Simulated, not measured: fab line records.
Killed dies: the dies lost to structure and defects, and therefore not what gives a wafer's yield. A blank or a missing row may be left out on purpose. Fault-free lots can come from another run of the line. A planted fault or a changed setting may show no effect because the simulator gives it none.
Comparing a struck lot with a sound one + flow n5_finfet + 16 out of 1938 route steps
Sound: wafers L833.1, L833.4, L833.6. Struck: wafer L840.4 (L840.2, L840.6, from the same lot, were not struck and are left out); the cause is given at the end.
Per side, at each step with rows, come the tool, then ch with its chambers, and then its first start. Under that, the readings that differ: sound wafers + struck wafers + difference of the means + sigmas: that difference in standard deviations of wafers without a fault.
alike: readings with means less than 2 such deviations apart, plus words and numbers identical on both sides. not compared: withheld readings, readings lacking a value on some wafer, bounds such as >300 that could conceal the same value, and numbers that have no deviation in the record and whose values overlap.
A row with sigmas, a row that says differs or no value, or rows on one side alone: a step with any of these is where the two part. Numbers that have no deviation but don't overlap get no sigmas and don't part them. A reading that every wafer of one side lacks parts them only if that side has two wafers or more.

first, 1 step without rows for these wafers: N5_FIN_SAQP_ETCH_69 (etches SOC in N2/H2, stops on SiNx, target depth 150 nm).
N5_FIN_SAQP_ETCH_67: etches SiNx in CH3F/O2, target depth 30 nm.
  sound on rie_diel-05 ch 0,1,3, day 3 18:46; struck on rie_diel-02 ch 2, day 5 12:22
  alike: drypump_motor_current_A, oes_product_au, rf_vpp_V, showerhead_plenum_p_Torr, throttle_valve_pct
  not compared: rf_hours_counter_h
then, 1 step without rows for these wafers: N5_FIN_SAQP_STRIP_70 (strips in N2/H2).
N5_FIN_SAQP_RECESS_71: chemistry HF/NH3, target SiO2, target depth 3 nm, afs cycles 1, sublimation time 60 s.
  sound on vapor_etch-01 ch 0,1, day 3 18:52; struck on vapor_etch-02 ch 1, day 5 12:28
  alike: drypump_motor_current_A
N5_FIN_SAQP_SPACER2_ALD_28: deposits SiO2, target thk 8.1 nm, pulse time 1 s, purge time 2 s.
  sound on ald_sin-03 ch 1,2, day 3 19:01; struck on ald_sin-02 ch 3, day 5 12:37
  alike: heater_power_w, precursor_pulse_height_rel
then, 2 steps without rows for these wafers: N5_FIN_SAQP_SPACER2_ETCHBACK_29 (etches SiO2 in CHF3/O2, target depth 12.2 nm, time 6.1 s); N5_FIN_SAQP_MANDREL2_REMOVE_60 (chemistry HBr/Cl2/O2, target a-Si, stops on SiNx, bt time 10 s).
N5_FIN_SAQP_CD_MEAS_31 targets a cd of 8 nm.
  sound on cd_sem-02 ch 0, day 3 19:32; struck on cd_sem-02 ch 0, day 5 13:08
  alike: cd_nm
N5_FIN_SAQP_HM_OPEN_33: chemistry CH3F/O2, target SiNx, target depth 49.4 nm, time 70.6 s.
  sound on rie_diel-02 ch 1,3, day 3 19:35; struck on rie_diel-06 ch 2, day 5 13:11
  alike: drypump_motor_current_A, etch_rf_on_time_s, oes_product_au, rf_vpp_V, showerhead_plenum_p_Torr, throttle_valve_pct
  not compared: rf_hours_counter_h
then, 2 steps without rows for these wafers: N5_FIN_SAQP_ETCH_34 (etches SiO2 in C4F6/O2, target depth 45 nm, time 15 s); N5_FIN_SAQP_STRIP_77 (strips in N2/H2, time 90 s).
N5_FIN_SAQP_HM_CD_35 targets a cd of 8 nm.
  sound on cd_sem-02, day 3 19:47; struck on cd_sem-01, day 5 13:25
  alike: cd_nm
N5_FIN_SAQP_ETCH_64: etches SiO2 in CF4, target depth 1.5 nm.
  sound on rie_si-03 ch 0,1, day 3 19:50; struck on rie_si-01 ch 3, day 5 13:27
| reading                  | sound             | struck | difference | sigmas |
|--------------------------|-------------------|--------|------------|--------|
| oes_product_au (a.u.)    | 0.951 1.033 1.027 | 1.250  | +0.246     | +12    |
| model.etch.depth_nm (nm) | 1.42 1.54 1.536   | 2.147  | +0.648     |        |
  alike: drypump_motor_current_A, throttle_valve_pct
  not compared: rf_hours_counter_h
N5_FIN_SAQP_FIN_ETCH_36: etches the open film in HBr/Cl2/O2, target depth 120 nm, time 50.4 s.
  sound on rie_si-03 ch 0,1, day 3 19:52; struck on rie_si-01 ch 3, day 5 13:28
  alike: drypump_motor_current_A, oes_product_au, throttle_valve_pct
  not compared: rf_hours_counter_h
-- a jump in the record: the struck wafers' starts before and after are 7 days apart (it breaks off in module FIN_SAQP and resumes in module BEOL_M4, where the first step shown is number 1111 of the route) --
N5_BEOL_M4_RC_MEAS_101:
  sound on prober-01 ch 0, day 10 03:18; struck on prober-02 ch 0, day 12 04:43
  alike: DIBL_N, DIBL_P, IOFF_N, IOFF_P, ION_N, ION_P, SS_N, SS_P, VT_N, VT_P
after that, 1 step had no rows for these wafers: N5_PASSIVATION_PROBE_49.

## WHERE THEY PART
N5_FIN_SAQP_ETCH_64 only, going by this record. Later steps at which nothing parts them and some readings are alike: N5_FIN_SAQP_FIN_ETCH_36, N5_BEOL_M4_RC_MEAS_101.

WHY: the cause the simulator had injected
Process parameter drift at N5_FIN_SAQP_ETCH_64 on rie_si-01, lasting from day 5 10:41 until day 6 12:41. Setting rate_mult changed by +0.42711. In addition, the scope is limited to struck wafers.
